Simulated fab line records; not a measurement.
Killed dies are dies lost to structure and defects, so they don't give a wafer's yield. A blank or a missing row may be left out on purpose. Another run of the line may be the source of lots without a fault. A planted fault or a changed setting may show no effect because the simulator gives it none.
Which tool is to blame? | flow nand harc | 12 lots, 36 wafers sampled, at 6 steps of a route of 1302

WHAT THE GAUGES SHOWED, per wafer
NHARC_P_GATE_CD_MEAS_11 targets a cd of 1640 nm.
lot  | measured     | on        | cd nm (nm)
L517 | day 4 08:19  | cd sem-03 | 1640.4 1639.3 1639.0
L519 | day 5 11:01  | cd sem-03 | 1640.6 1638.9 1640.2
L520 | day 5 16:00  | cd sem-03 | 1641.2 1640.6 1641.8
L521 | day 6 05:19  | cd sem-01 | 1639.5 1639.7 1640.0
L522 | day 6 11:02  | cd sem-03 | 1640.5 1640.1 1639.7
L523 | day 6 18:56  | cd sem-02 | - - -
L533 | day 10 22:17 | cd sem-02 | 1638.2 1639.0 1638.8
L534 | day 11 10:31 | cd sem-02 | 1640.4 1641.1 1643.1
L536 | day 12 08:28 | cd sem-02 | 1638.8 1639.5 1639.6
L537 | day 12 18:05 | cd sem-02 | 1640.0 1640.9 1641.2
L539 | day 13 17:38 | cd sem-02 | 1640.7 1642.8 1641.3
L540 | day 13 23:36 | cd sem-02 | 1640.9 1640.3 1641.0

NHARC_P_GATE_INSPECT_28.
lot  | measured     | on                | raw defect count
L517 | day 4 23:45  | defect inspect-02 | 2 3 4
L519 | day 6 01:31  | defect inspect-01 | 3 12 12
L520 | day 6 11:11  | defect inspect-01 | 9 5 4
L521 | day 6 21:37  | defect inspect-01 | 9 4 3
L522 | day 7 01:11  | defect inspect-02 | 2 4 5
L523 | day 7 09:17  | defect inspect-02 | 8 6 5
L533 | day 11 14:38 | defect inspect-02 | 11 5 4
L534 | day 12 01:47 | defect inspect-02 | 8 1 4
L536 | day 13 03:40 | defect inspect-01 | 5 4 1
L537 | day 13 08:16 | defect inspect-02 | 7 10 4
L539 | day 14 07:53 | defect inspect-02 | 4 4 3
L540 | day 14 15:21 | defect inspect-01 | 7 5 10

NHARC_END_SORT_01.
lot  | measured     | on        | killed at array | killed at other | killed at periphery | killed dies | killed open | killed short
L523 | day 26 19:40 | prober-01 | 49 46 59        | 0 1 0           | 628 630 618         | 677 677 677 | 4 5 3       | 0 3 6
L533 | day 31 01:58 | prober-02 | 117 105         | 2 0             | 1 2                 | 120 107     | 3 4         | 1 4

TOOL THAT RAN EACH LOT (tool first, then ch and the chambers of the sampled wafers, then the start)
lot  | NHARC_P_GATE_EXPOSE_08            | NHARC_P_GATE_ETCH_114                         | NHARC_P_GATE_STRIP_108
L517 | krf scanner-02 ch 0, day 4 08:10  | rie diel-10 ch 0,2,3, day 5 00:26 or earlier  | rie diel-03 ch 0,1,3, day 5 00:26
L519 | krf scanner-02 ch 0, day 5 10:52  | rie diel-03 ch 0,1,3, day 6 02:13 or earlier  | rie diel-10 ch 1,2, day 6 02:13
L520 | krf scanner-03 ch 0, day 5 15:51  | rie diel-11 ch 0,1,3, day 6 11:56 or earlier  | rie diel-10 ch 1,2, day 6 11:56
L521 | krf scanner-02 ch 0, day 6 05:10  | rie diel-03 ch 0,1,3, day 6 22:19 or earlier  | rie diel-03 ch 0,1,2, day 6 22:19
L522 | krf scanner-02 ch 0, day 6 10:53  | rie diel-10 ch 0,3, day 7 01:52 or earlier    | rie diel-03 ch 2,3, day 7 01:52
L523 | krf scanner-02 ch 0, day 6 18:47  | rie diel-10 ch 1,2,3, day 7 09:58 or earlier  | rie diel-11 ch 0,3, day 7 09:58
L533 | krf scanner-02 ch 0, day 10 22:07 | rie diel-11 ch 1,3, day 11 15:20 or earlier   | rie diel-10 ch 0,1,3, day 11 15:20
L534 | krf scanner-02 ch 0, day 11 10:21 | rie diel-10 ch 0,1,3, day 12 02:28 or earlier | rie diel-03 ch 0,2,3, day 12 02:28
L536 | krf scanner-02 ch 0, day 12 08:19 | rie diel-11 ch 0,1,3, day 13 04:23 or earlier | rie diel-03 ch 1,2,3, day 13 04:23
L537 | krf scanner-03 ch 0, day 12 17:56 | rie diel-11 ch 0,2,3, day 13 08:59 or earlier | rie diel-10 ch 0,2, day 13 08:59
L539 | krf scanner-01 ch 0, day 13 17:29 | rie diel-10 ch 2,3, day 14 08:34 or earlier   | rie diel-11 ch 0,2,3, day 14 08:34
L540 | krf scanner-01 ch 0, day 13 23:27 | rie diel-11 ch 0,2, day 14 16:08 or earlier   | rie diel-03 ch 0,3, day 14 16:08
- NHARC_P_GATE_EXPOSE_08: exposes mask P HV.
- NHARC_P_GATE_ETCH_114: etches the open film in CF4/O2, target depth 30 nm, overetch 3 nm, time 16.5 s.
- NHARC_P_GATE_STRIP_108: strips in O2.

WHAT THE TOOLS THEMSELVES READ (means of the sampled wafers that have a number; where no wafer has one, the mark that the record gives instead)
NHARC_P_GATE_ETCH_114.
lot  | tool        | drypump motor current A (A) | oes product au (a.u.) | rf vpp V (V) | showerhead plenum p Torr (Torr) | throttle valve pct (%)
L517 | rie diel-10 | 5.9                         | 1.004                 | 198.9        | 1.38                            | 13.398
L519 | rie diel-03 | 5.6                         | 1.009                 | 198.9        | 1.39                            | 13.405
L520 | rie diel-11 | 5.4                         | 0.998                 | 196.5        | 1.29                            | 13.399
L521 | rie diel-03 | 5.6                         | 1.004                 | 199.0        | 1.39                            | 13.401
L522 | rie diel-10 | 5.5                         | 1.006                 | 199.3        | 1.39                            | 13.402
L523 | rie diel-10 | 5.7                         | 1.021                 | 197.5        | 1.34                            | 13.398
L533 | rie diel-11 | 5.7                         | 1.005                 | 196.7        | 1.28                            | 13.401
L534 | rie diel-10 | 5.6                         | 1.001                 | 197.8        | 1.36                            | 13.400
L536 | rie diel-11 | 5.4                         | 1.004                 | 196.2        | 1.29                            | 13.398
L537 | rie diel-11 | 5.7                         | 1.004                 | 197.3        | 1.30                            | 13.407
L539 | rie diel-10 | 5.5                         | 1.008                 | 198.4        | 1.37                            | 13.409
L540 | rie diel-11 | 5.6                         | 0.993                 | 198.6        | 1.33                            | 13.399

NHARC_P_GATE_STRIP_108.
lot  | tool        | drypump motor current A (A) | oes product au (a.u.) | rf vpp V (V) | showerhead plenum p Torr (Torr) | throttle valve pct (%)
L517 | rie diel-03 | 5.6                         | 1.007                 | 58.0         | 3.66                            | 17.042
L519 | rie diel-10 | 5.9                         | 1.008                 | 57.9         | 3.48                            | 17.025
L520 | rie diel-10 | 5.9                         | 1.003                 | 57.0         | 3.48                            | 17.040
L521 | rie diel-03 | 5.7                         | 1.004                 | 57.7         | 3.69                            | 17.040
L522 | rie diel-03 | 5.1                         | 1.003                 | 58.4         | 3.55                            | 17.034
L523 | rie diel-11 | 5.4                         | 1.003                 | 57.4         | 3.38                            | 17.033
L533 | rie diel-10 | 5.6                         | 1.011                 | 58.5         | 3.60                            | 17.040
L534 | rie diel-03 | 5.3                         | 0.999                 | 58.3         | 3.62                            | 17.041
L536 | rie diel-03 | 5.5                         | 1.008                 | 58.2         | 3.59                            | 17.030
L537 | rie diel-10 | 6.3                         | 1.008                 | 58.0         | 3.64                            | 17.034
L539 | rie diel-11 | 5.7                         | 1.004                 | 57.6         | 3.44                            | 17.035
L540 | rie diel-03 | 5.2                         | 1.010                 | 57.4         | 3.59                            | 17.045

THE ANSWER, worked out from the rows above alone
Rule: the usual values come from the lots themselves. The widest of any qualifying gaps counts: lots, ordered by their means at a reading, are off when they make up no more than a third of the lots, leave a main group of 4 or more, and stand apart from it by 3 or more times the standard deviation of that group's means. The tables above print the reading to a certain number of digits; a main group whose means all agree to those digits is not used. A lot without any number at a reading at which 4 lots or more have one is off too. Any other lot the step has rows for is counted as sound. First the gauges in route order, then the tools' own readings, where a lot's mean is used as printed above. At the first step where some lot is off, the reading lying furthest off is the one used; lots without a number count as furthest.
Off, at NHARC_P_GATE_CD_MEAS_11 on cd nm: L523. Without a number there: L523. The main group has a mean of 1640.3 nm with a standard deviation of 0.91.
A tool fits if, at a process step before that reading, it ran every lot that is off, and no sound lot after the first of them. Those tools and the gauges at NHARC_P_GATE_CD_MEAS_11 are tried in the same way. No candidate that was tried fits.

WHAT WAS PUT IN BY THE SIMULATOR
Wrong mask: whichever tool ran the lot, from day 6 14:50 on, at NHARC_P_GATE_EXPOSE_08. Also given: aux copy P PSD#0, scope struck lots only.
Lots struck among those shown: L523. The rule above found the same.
